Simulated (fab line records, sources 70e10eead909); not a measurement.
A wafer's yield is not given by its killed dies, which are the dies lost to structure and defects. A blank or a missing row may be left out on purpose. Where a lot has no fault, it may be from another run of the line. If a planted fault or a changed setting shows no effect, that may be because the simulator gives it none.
Matching of chambers + flow nandHarc + NHARC_P_GATE_DESCUM_61 on rieDiel-03 has 3 sister chambers
The step chemistry O2, time 3 s. 14 wafers are shown with their chamber, then 4 later ones without.

WAFERS, EACH WITH ITS CHAMBER
| wafer  | chamber | rfVppV (V) | oesProductAu (a.u.) | throttleValvePct (%) |
|--------|---------|------------|---------------------|----------------------|
| L199.1 | 1       | 57.9       | 1.012               | 11.309               |
| L199.2 | 3       | 57.3       | 1.011               | 11.319               |
| L199.6 | 1       | 57.8       | 1.026               | 11.324               |
| L214.4 | 1       | 57.4       | 1.007               | 11.309               |
| L214.5 | 0       | 59.5       | 0.989               | 11.317               |
| L214.6 | 3       | 56.8       | 0.995               | 11.322               |
| L216.1 | 1       | 57.5       | 1.009               | 11.325               |
| L216.3 | 3       | 56.1       | 0.992               | 11.311               |
| L216.6 | 0       | 56.5       | 1.000               | 11.302               |
| L217.1 | 3       | 55.7       | 0.995               | 11.336               |
| L217.3 | 1       | 58.7       | 0.997               | 11.314               |
| L217.5 | 1       | 58.6       | 1.006               | 11.308               |
| L219.3 | 3       | 56.4       | 1.017               | 11.320               |
| L219.4 | 0       | 57.7       | 1.004               | 11.325               |

SIGNATURES, as means of the wafers listed above
| reading          | chamber 0 | chamber 1 | chamber 3 | scatter within a chamber |
|------------------|-----------|-----------|-----------|--------------------------|
| rfVppV           | 57.900    | 57.983    | 56.460    | 0.831                    |
| oesProductAu     | 0.99767   | 1.00950   | 1.00200   | 0.0099                   |
| throttleValvePct | 11.31467  | 11.31483  | 11.32160  | 0.00907                  |
Rule: distance of a wafer from a chamber = root of the sum over the readings of ((wafer's reading minus chamber's mean) / reading's scatter) squared. The wafer belongs to the nearest chamber; if the next one is less than 2 further off, it can't be placed. The scatter: the root of (the sum of the squares of (reading less its chamber's mean) over the shown wafers, divided by (wafers less chambers)).

WAFERS WITH NO CHAMBER GIVEN
| wafer  | rfVppV (V) | oesProductAu (a.u.) | throttleValvePct (%) |
|--------|------------|---------------------|----------------------|
| L221.4 | 58.8       | 1.000               | 11.313               |
| L221.6 | 57.7       | 1.017               | 11.307               |
| L222.2 | 57.7       | 1.002               | 11.306               |
| L222.6 | 56.6       | 0.987               | 11.302               |

CHAMBER TAKEN BY EACH
| wafer  | from the rows above          | in truth |
|--------|------------------------------|----------|
| L221.4 | can't be placed: 0 or 1 or 3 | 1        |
| L221.6 | can't be placed: 1 or 0 or 3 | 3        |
| L222.2 | can't be placed: 0 or 1 or 3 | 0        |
| L222.6 | can't be placed: 0 or 3 or 1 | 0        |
Correctly placed: 0 of 4. Unplaceable from these rows: 4, with the true chamber sitting among the candidates in 4. 0 placed wrongly.
